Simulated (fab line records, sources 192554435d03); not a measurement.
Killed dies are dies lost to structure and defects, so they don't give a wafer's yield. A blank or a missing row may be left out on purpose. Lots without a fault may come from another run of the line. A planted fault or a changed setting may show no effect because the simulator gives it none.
A struck lot beside a sound one | flow n5_finfet | 15 steps out of a route of 1938
Sound: wafers L640.3, L640.4, L640.6. Struck: wafers L648.1, L648.3, L648.6. The cause comes at the end.
At each step with rows: each side's tool, then ch and its chambers, then its first start. Under that, the readings that differ: sound wafers | struck wafers | difference of the means | sigmas: that difference in standard deviations of wafers without a fault.
alike: readings whose means differ by less than 2 such deviations, and words and numbers that are the same on both sides. not compared: withheld readings, readings that some wafer has no value for, bounds like >300 that may hide the same value, and numbers for which the record gives no deviation and whose values overlap.
The two part at a step that has a row with sigmas, a row that says differs or no value, or rows on one side only. Numbers that don't overlap but have no deviation are shown without sigmas and don't part them. A reading that every wafer of one side lacks parts them only if that side has two wafers or more.

first, 3 steps without rows for these wafers: N5_BEOL_M1_DESCUM_33 (chemistry O2, time 7 s); N5_BEOL_M1_ETCH_77 (etches underlayer in N2/H2, target depth 6.5 nm, time 5.2 s); N5_BEOL_M1_ETCH_69 (etches SiARC in CF4, target depth 15.6 nm, time 26 s).
N5_BEOL_M1_ALD_98: deposits SiO2, target thk 2.5 nm, pulse time 1 s, co reactant pulse time 1 s.
  sound on ald_sin-04 ch 0,1, day 6 22:59; struck on ald_sin-03 ch 0,1,3, day 8 21:34
  alike: heater_power_w, precursor_pulse_height_rel, susceptor_temp_C
N5_BEOL_M1_ETCHBACK_99: etches SiO2 in CHF3, target depth 5 nm, time 10.4 s.
  sound on rie_diel-02 ch 0,2,3, day 6 23:11; struck on rie_diel-02 ch 0,1,2, day 9 03:55
  alike: drypump_motor_current_A, oes_product_au, rf_vpp_V, showerhead_plenum_p_Torr, throttle_valve_pct
  not compared: rf_hours_counter_h
N5_BEOL_M1_ETCH_70: etches SOC in N2/H2, target depth 80 nm, overetch 16 nm, time 120 s.
  sound on rie_diel-02 ch 0,2,3, day 6 23:13; struck on rie_diel-02 ch 0,1,2, day 9 03:58
  alike: drypump_motor_current_A, oes_product_au, rf_vpp_V, showerhead_plenum_p_Torr, throttle_valve_pct
  not compared: rf_hours_counter_h
then, 5 steps without rows for these wafers: N5_BEOL_M1_STRIP_71 (strips in N2/H2); N5_BEOL_M1_STRIP_78 (strips in N2/H2); N5_BEOL_M1_VIA_ETCH_34 (etches the open film in C4F6/O2, target depth 67.8 nm, time 64.4 s); N5_BEOL_M1_STRIP_83 (strips in C4F6/O2); N5_BEOL_M1_STRIP_36 (strips in N2/H2).
N5_BEOL_M1_TRENCH_ETCH_37: etches SiOC in C4F6/O2, target depth 55.207 nm, time 29 s.
  sound on rie_diel-02 ch 0,2,3; struck on rie_diel-02 ch 0,1,2
  alike: C4F6_flow_sccm, drypump_motor_current_A, oes_product_au, rf_vpp_V, showerhead_plenum_p_Torr, throttle_valve_pct
  not compared: rf_hours_counter_h
N5_BEOL_M1_ETCH_41: etches SiCN in CH3F/O2, target depth 31.9 nm, time 57.8 s.
  sound on rie_diel-02 ch 0,2,3, day 6 23:26; struck on rie_diel-02 ch 0,1,2, day 9 04:11
  reading                  | sound             | struck         | difference | sigmas
  model.etch.depth_nm (nm) | 21.55 21.94 21.66 | 13 12.78 13.06 | -9         |
  alike: drypump_motor_current_A, oes_product_au, rf_vpp_V, showerhead_plenum_p_Torr, throttle_valve_pct
  not compared: rf_hours_counter_h
N5_BEOL_M1_STRIP_97: strips in N2/H2, time 10 s.
  sound on rie_diel-02 ch 0,2,3; struck on rie_diel-02 ch 0,1,2
  alike: drypump_motor_current_A, oes_product_au, rf_vpp_V, showerhead_plenum_p_Torr, throttle_valve_pct
  not compared: rf_hours_counter_h
N5_BEOL_M4_RC_MEAS_101:
  sound on prober-02 ch 0, day 8 10:46; struck on prober-01 ch 0, day 10 13:31
  alike: DIBL_N, DIBL_P, IOFF_N, IOFF_P, ION_N, ION_P, SS_N, SS_P, VT_N, VT_P

WHERE THEY PART
Nowhere in this record.

WHY: what the simulator had put in
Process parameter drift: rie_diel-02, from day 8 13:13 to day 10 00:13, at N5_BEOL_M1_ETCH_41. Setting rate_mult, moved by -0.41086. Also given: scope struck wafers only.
